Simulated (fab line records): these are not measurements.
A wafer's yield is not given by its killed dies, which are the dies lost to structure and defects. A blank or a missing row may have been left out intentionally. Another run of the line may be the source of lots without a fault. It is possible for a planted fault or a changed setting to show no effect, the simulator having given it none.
Matching of chambers	flow nand-harc	3 sister chambers for NHARC_P_M1_PRE_CLEAN_32 on pecvd-02
The step time 12 s. 6 wafers are shown with their chamber, then 7 later ones without.

WAFERS WITH THEIR CHAMBER
wafer	chamber	heater-power-w (W)	rf-fwd-power-W (W)
L649.1	1	639	291.2
L655.3	0	683	292.4
L655.4	1	702	293.1
L655.5	2	645	290.6
L654.1	0	681	292.1
L654.4	2	688	292.8

WAFERS WHOSE CHAMBER IS MISSING
wafer	heater-power-w (W)	rf-fwd-power-W (W)
L654.5	679	291.2
L658.1	575	292.8
L658.2	729	292.0
L658.3	618	292.7
L661.1	612	293.3
L661.3	656	292.5
L661.5	664	291.3

WHICH CHAMBER EACH ONE RAN IN
wafer	from the rows above	in truth
L654.5	can't be placed: 2 or 1 or 0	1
L658.1	can't be placed: 2 or 1 or 0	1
L658.2	can't be placed: 0 or 1 or 2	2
L658.3	can't be placed: 1 or 2 or 0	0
L661.1	can't be placed: 1 or 2 or 0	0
L661.3	can't be placed: 1 or 2 or 0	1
L661.5	can't be placed: 2 or 1 or 0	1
Correct placement for 0 of the 7. From these rows, 7 cannot be placed; in 7 the true chamber is one of the candidates. Placed wrongly: 0.
How it was worked out, from the rows above alone: a wafer's distance from a chamber is the root of the sum, over the readings, of the square of ((its reading less the chamber's mean) divided by the reading's scatter). The wafer belongs to the nearest chamber; if the next one is less than 2 further off, it can't be placed. Each chamber's mean is taken over the wafers shown for it. The scatter: take each reading less its chamber's mean, square it, sum over the shown wafers, divide by the number of wafers less the number of chambers, and take the root.
